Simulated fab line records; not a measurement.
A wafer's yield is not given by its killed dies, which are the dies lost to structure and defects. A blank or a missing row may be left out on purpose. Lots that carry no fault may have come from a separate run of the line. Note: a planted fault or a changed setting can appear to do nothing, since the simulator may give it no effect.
fab line records    flow n5-finfet    part 1 of 2: steps 1 to 23 of 36
record: lots: 5  wafers: 15  last-day: 17
route steps=1938 shown BEOL_M6@1240 BEOL_M7@1263
lots that met no fault: from a run of the same line without faults
start-h: hours from the record's opening day to when the first of the lot's shown wafers began    wait-h: time in hours since the lot's previous step    " as in the row above    L1.1+2: a row that stands for several wafers    - no value, or no start given    * or withheld: withheld    < > ~ a bound
route shown NAME@n: NAME is a module with steps in the file, n the number in the route of the first one    usual: average and standard deviation across the fault-free wafers    same: alike in all rows    chamber/n: place in a boat    sites: readings site by site    _std_site: how widely they spread, as a standard deviation    _edge_site: mean of outer sites minus mean of inner sites    radius-mm: how far each site lies from the wafer's centre    mask NAME#n: copy n    behind: tool/chamber where the wafer was last shaped    hold: reason for holding the lot/hours on hold/outcome of the hold    device: transistor that didn't switch, given as n, p or np    end of line: tests run on the same wafers once the route is complete    a step with no rows: only its recipe    killed: the dies lost at the first sort to structure and to defects; this is not the yield of the wafer    map: the dies of a wafer, with x for killed, . for not killed, _ for no die there
set.NAME: the run value of the setting; set.NAME@STEP: its run value at that earlier step    model.NAME: the simulator's own value behind a step, which no gauge read
certain route steps with their lots: each step a table, each wafer a row
services: from which hour (start-h, from the record's first day; less than 0 if before it) a tool's chamber was out of use, for how many hours, and why
== steps ==
step: N5_BEOL_M6_ETCH_41
recipe: chemistry: CH3F/O2  target: SiCN  target-depth-a: 297  taper-deg: 2  time-s: 52  ion-energy-ev: 120  mask-material: TiN  pressure-mtorr: 30  source-w: 395  bias-w: 75  Ar_flow_sccm: 150  CH3F_flow_sccm: 30  O2_flow_sccm: 20
usual: drypump-motor-current-A: 5.9/0.42  oes-product-au: 0.77/0.082  rf-vpp-V: 297.4/1.3  showerhead-plenum-p-Torr: 2.01/0.056  throttle-valve-pct: 16.39/0.2
lot.wafer  tool         chamber  start-h  wait-h  drypump-motor-current-A  oes-product-au  rf-hours-counter-h  rf-vpp-V  showerhead-plenum-p-Torr  throttle-valve-pct
L076.3     rie-diel-01  0        -        -       6.4                      0.76            153                 298.7     2.07                      16.40
L076.4     "            3        "        "       6.1                      0.73            236                 297.5     1.97                      16.71
L076.5     "            0        "        "       6.4                      0.76            -                   299.0     2.07                      16.39
L081.1     rie-diel-03  0        -        -       6.1                      0.70            187                 297.5     2.01                      16.79
L081.4     "            1        "        "       5.5                      0.80            88                  298.2     2.03                      16.51
L081.6     "            1        "        "       5.4                      0.79            -                   296.1     2.03                      16.51
L087.2     rie-diel-06  3        -        -       5.3                      0.79            75                  296.6     2.05                      16.45
L087.4     "            2        "        "       5.4                      0.69            232                 295.4     1.97                      16.33
L087.6     "            1        "        "       6.5                      0.93            -                   299.9     2.05                      16.23
L094.1     rie-diel-06  1        -        -       6.5                      0.90            20                  298.8     2.05                      16.24
L094.3     "            3        "        "       5.3                      0.77            79                  297.2     2.05                      16.46
L094.4     "            0        "        "       5.7                      0.74            162                 298.7     2.09                      16.45
L097.3     rie-diel-01  0        -        -       6.5                      0.72            200                 299.4     2.06                      16.47
L097.4     "            1        "        "       5.9                      0.67            -                   295.2     1.91                      16.51
L097.6     "            2        "        "       6.2                      0.82            -                   296.2     2.02                      16.47
step: N5_BEOL_M6_STRIP_80
recipe: chemistry: N2/H2  time-s: 10  power-w: 450  temp-c: 40  pressure-mtorr: 20  rf-frequency-hz: 6e+07  bias-power-w: 7  n2-flow-sccm: 200  h2-flow-sccm: 200
usual: drypump-motor-current-A: 6.0/0.42  oes-product-au: 0.78/0.081  rf-vpp-V: 59.2/0.89  showerhead-plenum-p-Torr: 2.54/0.075  throttle-valve-pct: 23.59/0.26
lot.wafer  tool         chamber  start-h  wait-h  drypump-motor-current-A  oes-product-au  rf-hours-counter-h  rf-vpp-V  showerhead-plenum-p-Torr  throttle-valve-pct
L076.3     rie-diel-01  0        -        -       6.5                      0.77            153                 58.4      2.64                      23.86
L076.4     "            3        "        "       6.1                      0.69            236                 57.9      2.50                      24.13
L076.5     "            0        "        "       6.4                      0.76            -                   59.4      2.64                      23.85
L081.1     rie-diel-03  0        -        -       6.1                      0.71            187                 59.4      2.49                      23.62
L081.4     "            1        "        "       5.5                      0.80            88                  60.7      2.58                      23.63
L081.6     "            1        "        "       5.5                      0.80            -                   60.2      2.58                      23.65
L087.2     rie-diel-06  3        -        -       5.3                      0.79            75                  59.6      2.56                      23.54
L087.4     "            2        "        "       5.4                      0.71            232                 58.8      2.51                      23.51
L087.6     "            1        "        "       6.5                      0.94            -                   59.1      2.60                      23.76
L094.1     rie-diel-06  1        -        -       6.5                      0.93            20                  59.5      2.60                      23.75
L094.3     "            3        "        "       5.3                      0.78            79                  60.4      2.56                      23.55
L094.4     "            0        "        "       5.8                      0.76            162                 59.5      2.62                      23.27
L097.3     rie-diel-01  0        -        -       6.5                      0.73            200                 59.8      2.62                      23.91
L097.4     "            1        "        "       6.0                      0.68            -                   58.1      2.38                      23.24
L097.6     "            2        "        "       6.2                      0.84            -                   58.5      2.56                      23.71
step: N5_BEOL_M6_OCD_MEAS_38
usual: trench-depth-nm: 93.5/2.6
lot.wafer  tool    chamber  start-h  wait-h  trench-depth-nm
L076.3     ocd-02  -        210.96   -       89.4
L076.4     "       -        "        "       96.2
L076.5     "       -        "        "       90.5
L081.1     ocd-01  -        225.63   -       93.7
L081.4     "       -        "        "       92.7
L081.6     "       -        "        "       93.0
L087.2     ocd-02  -        285.90   -       91.4
L087.4     "       -        "        "       90.9
L087.6     "       -        "        "       97.1
L094.1     ocd-02  -        299.93   -       98.2
L094.3     "       -        "        "       92.8
L094.4     "       -        "        "       96.7
L097.3     ocd-01  -        338.17   -       89.2
L097.4     "       -        "        "       92.3
L097.6     "       -        "        "       94.5
step: N5_BEOL_M6_HM_STRIP_39
recipe: chemistry: peroxide-tin-strip  material: TiN  target-depth-a: 250  temp-c: 50  time-s: 158
usual: bath-guard-temp-C: 49.9/0.38
lot.wafer  tool          chamber  start-h  wait-h  bath-guard-temp-C
L076.3     wet-bench-03  2        210.99   0.0     49.6
L076.4     "             4        "        "       49.4
L076.5     "             1        "        "       50.5
L081.1     wet-bench-05  5        225.70   0.1     50.2
L081.4     "             3        "        "       49.7
L081.6     "             4        "        "       49.6
L087.2     wet-bench-04  3        286.00   0.1     50.3
L087.4     "             1        "        "       50.2
L087.6     "             4        "        "       50.2
L094.1     wet-bench-03  1        299.96   0.0     50.6
L094.3     "             2        "        "       49.8
L094.4     "             7        "        "       50.1
L097.3     wet-bench-05  6        338.20   0.0     49.8
L097.4     "             2        "        "       49.6
L097.6     "             5        "        "       50.0
step: N5_BEOL_M6_SRD_40
recipe: time-s: 30  temp-c: 23  rinse-liquid: diw  dry: ipa-marangoni
lot.wafer   tool          chamber  start-h  wait-h
L076.3+4+5  wet-bench-03  2,4,1    211.03   0.0
L081.1+4+6  wet-bench-05  5,3,4    225.75   0.0
L087.2+4+6  wet-bench-04  3,1,4    286.05   0.0
L094.1+3+4  wet-bench-03  1,2,7    300.06   0.0
L097.3+4+6  wet-bench-05  6,2,5    338.25   0.0
step: N5_BEOL_M6_PRECLEAN_42
recipe: chemistry: residue-remover  time-s: 60  temp-c: 40
usual: bath-guard-temp-C: 39.9/0.4
lot.wafer  tool          chamber  start-h  wait-h  bath-guard-temp-C
L076.3     wet-bench-03  2        211.05   0.0     39.4
L076.4     "             4        "        "       40.0
L076.5     "             1        "        "       41.0
L081.1     wet-bench-05  5        225.76   0.0     40.0
L081.4     "             3        "        "       39.6
L081.6     "             4        "        "       39.8
L087.2     wet-bench-04  3        286.07   0.0     40.0
L087.4     "             1        "        "       39.9
L087.6     "             4        "        "       39.8
L094.1     wet-bench-03  1        300.09   0.0     40.4
L094.3     "             2        "        "       40.0
L094.4     "             7        "        "       39.9
L097.3     wet-bench-05  6        338.26   0.0     39.7
L097.4     "             2        "        "       39.9
L097.6     "             5        "        "       40.3
step: N5_BEOL_M6_SRD_43
recipe: time-s: 30  temp-c: 23  rinse-liquid: diw  dry: ipa-marangoni
lot.wafer   tool          chamber  start-h  wait-h
L076.3+4+5  wet-bench-03  2,4,1    211.07   0.0
L081.1+4+6  wet-bench-05  5,3,4    225.78   0.0
L087.2+4+6  wet-bench-04  3,1,4    286.08   0.0
L094.1+3+4  wet-bench-03  1,2,7    300.12   0.0
L097.3+4+6  wet-bench-05  6,2,5    338.28   0.0
step: N5_BEOL_M6_CD_MEAS_35
recipe: target-cd-nm: 40  target-cd-y-nm: 28  polarity: opening
usual: cd-nm: 39.5/0.78
lot.wafer  tool       chamber  start-h  wait-h  cd-nm
L076.3     cd-sem-01  -        211.11   0.0     41.6
L076.4     "          -        "        "       41.0
L076.5     "          -        "        "       40.3
L081.1     cd-sem-02  -        225.82   0.0     39.4
L081.4     "          -        "        "       39.4
L081.6     "          -        "        "       39.0
L087.2     cd-sem-03  -        286.13   0.0     38.5
L087.4     "          -        "        "       39.1
L087.6     "          -        "        "       38.8
L094.1     cd-sem-01  -        300.18   0.0     39.7
L094.3     "          -        "        "       40.0
L094.4     "          -        "        "       38.6
L097.3     cd-sem-01  -        338.32   0.0     40.0
L097.4     "          -        "        "       39.7
L097.6     "          -        "        "       39.4
step: N5_BEOL_M6_CURE_75
recipe: temp-c: 370  time-s: 120  ambient: DMADMS/He  material: SiCOH_lowk
usual: lamp-power-pct: 52.31/0.048  wafer_temp_C_max: 372.0/0.6
lot.wafer  tool        chamber  start-h  wait-h  lamp-power-pct  wafer_temp_C_max
L076.3     uv-cure-03  1        211.25   0.1     52.22           371.8
L076.4     "           1        "        "       52.36           371.6
L076.5     "           1        "        "       52.24           372.1
L081.1     uv-cure-03  1        226.00   0.2     52.33           371.9
L081.4     "           1        "        "       52.35           371.3
L081.6     "           1        "        "       52.32           371.2
L087.2     uv-cure-03  2        286.29   0.2     52.26           372.1
L087.4     "           2        "        "       52.27           372.8
L087.6     "           2        "        "       52.23           373.3
L094.1     uv-cure-03  0        300.22   0.0     52.27           371.8
L094.3     "           0        "        "       52.36           371.5
L094.4     "           0        "        "       52.25           371.9
L097.3     uv-cure-01  1        338.46   0.1     52.32           372.6
L097.4     "           1        "        "       52.34           372.4
L097.6     "           1        "        "       52.40           371.9
step: N5_BEOL_M6_DEGAS_44
recipe: ambient: vacuum  temp-c: 250  time-s: 60
usual: heater-power-w: 343/46
lot.wafer  tool            chamber  start-h  wait-h  heater-power-w
L076.3     pvd-sputter-03  -        211.61   0.3     357
L076.4     "               -        "        "       311
L076.5     "               -        "        "       295
L081.1     pvd-sputter-02  -        226.68   0.6     402
L081.4     "               -        "        "       314
L081.6     "               -        "        "       347
L087.2     pvd-sputter-02  -        286.67   0.3     361
L087.4     "               -        "        "       307
L087.6     "               -        "        "       403
L094.1     pvd-sputter-02  -        301.90   1.6     395
L094.3     "               -        "        "       356
L094.4     "               -        "        "       286
L097.3     pvd-sputter-02  -        338.95   0.4     311
L097.4     "               -        "        "       360
L097.6     "               -        "        "       396
step: N5_BEOL_M6_PRE_CLEAN_45
recipe: gas: H2/He  time-s: 30  temp-c: 250
usual: heater-power-w: 343/46
lot.wafer  tool            chamber  start-h  wait-h  heater-power-w
L076.3     pvd-sputter-03  -        211.65   0.0     348
L076.4     "               -        "        "       312
L076.5     "               -        "        "       296
L081.1     pvd-sputter-02  -        226.72   0.0     399
L081.4     "               -        "        "       312
L081.6     "               -        "        "       356
L087.2     pvd-sputter-02  -        286.71   0.0     343
L087.4     "               -        "        "       314
L087.6     "               -        "        "       404
L094.1     pvd-sputter-02  -        301.94   0.0     399
L094.3     "               -        "        "       357
L094.4     "               -        "        "       290
L097.3     pvd-sputter-02  -        338.99   0.0     306
L097.4     "               -        "        "       357
L097.6     "               -        "        "       400
step: N5_BEOL_M6_ALD_77
recipe: material: TaN  target-thk-a: 20  temp-c: 275  ald-precursor-family: PDMAT  ald-co-reactant: NH3  pressure-torr: 3  carrier-flow-sccm: 1500  pulse-time-s: 2  purge-time-s: 3  co-reactant-purge-time-s: 2  co-reactant-pulse-time-s: 3  ald-cycles: 40  precursor-vessel-temp-c: 75  precursor-vessel-pressure-torr: 26.25  precursor-vessel-carrier-sccm: 1000
usual: heater-power-w: 411/36
same: co-reactant-purge-time-s: 2
lot.wafer  tool          chamber  start-h  wait-h  heater-power-w
L076.3     ald-metal-01  3        211.76   0.1     406
L076.4     "             1        "        "       430
L076.5     "             3        "        "       405
L081.1     ald-metal-03  1        227.01   0.3     435
L081.4     "             0        "        "       394
L081.6     "             0        "        "       397
L087.2     ald-metal-04  0        286.77   0.0     384
L087.4     "             2        "        "       480
L087.6     "             2        "        "       463
L094.1     ald-metal-04  1        302.02   0.1     435
L094.3     "             0        "        "       377
L094.4     "             3        "        "       436
L097.3     ald-metal-01  0        339.09   0.1     398
L097.4     "             3        "        "       414
L097.6     "             0        "        "       387
step: N5_BEOL_M6_SURFACE_TREAT_79
recipe: gas: Ar  time-s: *  ion-energy-ev: *  ion-current-ma-cm2: 0.5  pressure-mtorr: *  ar-flow-sccm: 30
usual: throttle-valve-pct: *
lot.wafer  tool            chamber  start-h  wait-h  throttle-valve-pct
L076.3     pvd-sputter-03  -        212.07   0.2     *
L076.4     "               -        "        "       *
L076.5     "               -        "        "       *
L081.1     pvd-sputter-03  -        227.56   0.4     *
L081.4     "               -        "        "       *
L081.6     "               -        "        "       *
L087.2     pvd-sputter-02  -        287.07   0.2     *
L087.4     "               -        "        "       *
L087.6     "               -        "        "       *
L094.1     pvd-sputter-02  -        302.36   0.2     *
L094.3     "               -        "        "       *
L094.4     "               -        "        "       *
L097.3     pvd-sputter-03  -        339.49   0.3     *
L097.4     "               -        "        "       *
L097.6     "               -        "        "       *
step: N5_BEOL_M6_CVD_78
recipe: material: Co  target-thk-a: 20  temp-c: withheld  precursor: CCTBA/H2  pressure-torr: 30  time-s: 142.3
lot.wafer   tool       chamber  start-h  wait-h
L076.3+4+5  cvd-co-02  2,0,1    212.36   0.3
L081.1+4+6  cvd-co-01  1,2,0    227.62   0.0
L087.2+4+6  cvd-co-02  1,2,0    287.13   0.0
L094.1+3+4  cvd-co-02  0,0,1    302.42   0.0
L097.3+4+6  cvd-co-01  1,2,0    339.78   0.3
step: N5_BEOL_M6_SPUTTER_48
recipe: material: Cu  target-thk-a: 100  temp-c: -20  bias-v: 60  power-w: 26000  chamber-pressure-pa: 0.13  time-s: 1.667
usual: chuck-gas-flow-sccm: 1.27/0.053  throttle-valve-pct: 30.4/0.92
lot.wafer  tool            chamber  start-h  wait-h  chuck-gas-flow-sccm  throttle-valve-pct
L076.3     pvd-sputter-02  -        214.17   1.8     1.21                 29.4
L076.4     "               -        "        "       1.19                 30.8
L076.5     "               -        "        "       1.29                 30.7
L081.1     pvd-sputter-03  -        227.78   0.1     1.23                 31.2
L081.4     "               -        "        "       1.26                 30.6
L081.6     "               -        "        "       1.19                 32.1
L087.2     pvd-sputter-02  -        287.29   0.1     1.28                 29.6
L087.4     "               -        "        "       1.27                 30.9
L087.6     "               -        "        "       1.32                 29.9
L094.1     pvd-sputter-02  -        302.60   0.1     1.24                 29.7
L094.3     "               -        "        "       1.25                 29.6
L094.4     "               -        "        "       1.21                 29.7
L097.3     pvd-sputter-03  -        339.91   0.1     1.23                 30.9
L097.4     "               -        "        "       1.26                 30.8
L097.6     "               -        "        "       1.17                 31.2
step: N5_BEOL_M6_ECD_50
recipe: material: Cu  target-thk-a: 3000
lot.wafer   tool       chamber  start-h  wait-h
L076.3+4+5  ecd-cu-01  1,0,1    214.31   0.1
L081.1+4+6  ecd-cu-02  0,1,1    227.90   0.1
L087.2+4+6  ecd-cu-02  1,0,0    287.41   0.1
L094.1+3+4  ecd-cu-02  1,0,1    302.71   0.1
L097.3+4+6  ecd-cu-01  0,1,0    340.05   0.1
step: N5_BEOL_M6_ANNEAL_51
recipe: temp-c: 225  time-s: 90  ambient: N2
usual: wafer_temp_C_max: 226.0/0.36
lot.wafer  tool           chamber  start-h  wait-h  wafer_temp_C_max
L076.3     rtp-anneal-02  0        214.54   0.2     225.9
L076.4     "              0        "        "       225.9
L076.5     "              0        "        "       225.9
L081.1     rtp-anneal-01  0        228.12   0.2     225.5
L081.4     "              0        "        "       225.7
L081.6     "              0        "        "       226.0
L087.2     rtp-anneal-01  0        287.55   0.1     225.9
L087.4     "              0        "        "       225.9
L087.6     "              0        "        "       226.5
L094.1     rtp-anneal-02  0        302.81   0.1     226.6
L094.3     "              0        "        "       226.2
L094.4     "              0        "        "       226.4
L097.3     rtp-anneal-01  0        340.59   0.5     225.6
L097.4     "              0        "        "       225.5
L097.6     "              0        "        "       225.7
step: N5_BEOL_M6_CMP_52
recipe: stop-on: SiCOH_lowk  t-overpolish-s: 6.9  down-force-psi: 1  platen-rpm: 50  clearing-platen-down-force-psi: 1.5  clearing-platen-rpm: 50  post-cmp-clean: cu-alkaline  target-thk-nm: 80  clearing-platen-pad-velocity-m-s: 0.99484  pad-velocity-m-s: 0.99484
usual: barrier-field-endpoint-s: 29.2/0.89  clearing-platen-down-force-psi: 1.500/0.003  head-pressure-psi: 1.0000/0.0023  motor-current-A: 6.2/0.55  overpolish-run-s: 6.899/0.0094  platen-rpm: 50.00/0.032  retaining-ring-pressure-frac: 1.000/0.0044  time-to-endpoint-s: 63/4
lot.wafer  tool    chamber  start-h  wait-h  barrier-field-endpoint-s  clearing-platen-down-force-psi  head-pressure-psi  motor-current-A  overpolish-run-s  platen-rpm  retaining-ring-pressure-frac  time-to-endpoint-s
L076.4     cmp-01  3        214.78   0.2     30.2                      1.507                           1.0002             6.0              6.891             50.02       0.997                         68
L076.3     "       1        "        "       30.3                      1.503                           0.9986             6.3              6.896             49.93       0.991                         69
L076.5     "       3        "        "       29.2                      1.509                           1.0010             5.7              6.908             49.97       1.002                         66
L081.4     cmp-03  1        228.45   0.1     28.7                      1.498                           1.0015             7.2              6.889             50.01       0.997                         64
L081.1     "       0        "        "       27.5                      1.498                           0.9986             5.3              6.901             50.00       0.995                         62
L081.6     "       2        "        "       28.1                      1.499                           0.9974             6.6              6.894             50.00       1.000                         61
L087.4     cmp-01  2        288.02   0.3     29.3                      1.504                           0.9996             6.2              6.899             50.01       1.001                         65
L087.2     "       3        "        "       28.0                      1.499                           1.0004             6.2              6.898             50.00       1.003                         63
L087.6     "       0        "        "       30.9                      1.500                           1.0010             5.9              6.907             50.00       0.997                         71
L094.1     cmp-02  2        303.20   0.3     30.7                      1.498                           1.0028             6.7              6.894             49.95       1.004                         66
L094.3     "       3        "        "       31.1                      1.501                           0.9996             5.2              6.900             50.06       1.000                         71
L094.4     "       0        "        "       29.3                      1.500                           1.0030             6.2              6.901             49.98       0.997                         59
L097.3     cmp-01  0        340.80   0.2     29.5                      1.502                           0.9992             5.9              6.904             49.98       1.003                         62
L097.4     "       3        "        "       29.4                      1.502                           0.9968             6.3              6.893             49.95       1.001                         61
L097.6     "       0        "        "       29.7                      1.500                           0.9998             5.8              6.888             49.97       1.000                         64
step: N5_BEOL_M6_THK_MEAS_53
recipe: thk-meas-gauge: xrf  reads: Cu_of_BEOL_M6_ECD_50
usual: M6_THK: 79.8/2.7
lot.wafer  tool           chamber  start-h  wait-h  M6_THK[nm]
L076.3     film-metro-01  -        215.04   -       78.4
L076.4     "              -        "        "       83.5
L076.5     "              -        "        "       77.6
L081.1     film-metro-01  -        228.74   -       80.2
L081.4     "              -        "        "       80.0
L081.6     "              -        "        "       80.5
L087.2     film-metro-01  -        288.23   -       76.7
L087.4     "              -        "        "       74.4
L087.6     "              -        "        "       83.1
L094.1     film-metro-02  -        303.50   -       84.9
L094.3     "              -        "        "       80.4
L094.4     "              -        "        "       80.7
L097.3     film-metro-02  -        341.10   -       76.3
L097.4     "              -        "        "       77.0
L097.6     "              -        "        "       81.9
step: N5_BEOL_M6_PRE_CLEAN_55
recipe: gas: NH3  time-s: 15  temp-c: withheld  rf-power-w: 300
lot.wafer   tool      chamber  start-h  wait-h
L076.3+4+5  pecvd-01  1,0,0    215.09   0.0
L081.1+4+6  pecvd-01  0,1,0    228.78   0.0
L087.2+4+6  pecvd-01  2,1,2    288.27   0.0
L094.1+3+4  pecvd-03  1,0,1    303.53   0.0
L097.3+4+6  pecvd-03  0,0,1    341.13   0.0
step: N5_BEOL_M6_DEP_56
recipe: material: SiCN  target-thk-a: 100  temp-c: withheld  precursor: 3MS/NH3  pressure-torr: 3  rf-w: 202  time-s: 17.5
usual: showerhead-plenum-p-Torr: 3.670/0.012  throttle-valve-pct: 8.8/0.56
lot.wafer  tool      chamber  start-h  wait-h  showerhead-plenum-p-Torr  throttle-valve-pct
L076.3     pecvd-01  1        215.13   0.0     3.677                     8.8
L076.4     "         0        "        "       3.649                     9.2
L076.5     "         0        "        "       3.647                     8.9
L081.1     pecvd-01  0        228.82   0.0     3.651                     9.1
L081.4     "         1        "        "       3.673                     8.8
L081.6     "         0        "        "       3.650                     9.1
L087.2     pecvd-01  2        288.30   0.0     3.654                     8.2
L087.4     "         1        "        "       3.670                     9.0
L087.6     "         2        "        "       3.654                     8.2
L094.1     pecvd-03  1        303.56   0.0     3.676                     9.0
L094.3     "         0        "        "       3.674                     8.9
L094.4     "         1        "        "       3.674                     8.9
L097.3     pecvd-03  0        341.16   0.0     3.676                     8.7
L097.4     "         0        "        "       3.670                     8.8
L097.6     "         1        "        "       3.678                     9.0
step: N5_BEOL_M6_RS_MEAS_57
recipe: thk-meas-gauge: four-point-probe  reads: Cu_of_BEOL_M6_ECD_50+Co_of_BEOL_M6_CVD_78+TaN_of_BEOL_M6_ALD_77
usual: M6_RS: 0.290/0.011
lot.wafer  tool           chamber  start-h  wait-h  M6_RS[ohm/sq]
L076.3     film-metro-02  -        215.20   0.1     0.292
L076.4     "              -        "        "       0.272
L076.5     "              -        "        "       0.297
L081.1     film-metro-02  -        228.90   0.1     0.289
L081.4     "              -        "        "       0.290
L081.6     "              -        "        "       0.288
L087.2     film-metro-02  -        288.37   0.1     0.300
L087.4     "              -        "        "       0.311
L087.6     "              -        "        "       0.273
L094.1     film-metro-02  -        303.63   0.1     0.269
L094.3     "              -        "        "       0.285
L094.4     "              -        "        "       0.285
L097.3     film-metro-02  -        341.23   0.1     0.306
L097.4     "              -        "        "       0.303
L097.6     "              -        "        "       0.283
step: N5_BEOL_M6_INSPECT_58
recipe: inspect-instrument: darkfield  mode: post-dep
usual: raw-defect-count: 74/21
lot.wafer  tool               chamber  start-h  wait-h  raw-defect-count
L076.3     defect-inspect-02  -        215.23   0.0     100
L076.4     "                  -        "        "       86
L076.5     "                  -        "        "       65
L081.1     defect-inspect-02  -        228.93   0.0     34
L081.4     "                  -        "        "       60
L081.6     "                  -        "        "       58
L087.2     defect-inspect-02  -        288.39   0.0     52
L087.4     "                  -        "        "       54
L087.6     "                  -        "        "       93
L094.1     defect-inspect-02  -        303.65   0.0     64
L094.3     "                  -        "        "       80
L094.4     "                  -        "        "       100
L097.3     defect-inspect-01  -        341.25   0.0     74
L097.4     "                  -        "        "       100
L097.6     "                  -        "        "       72
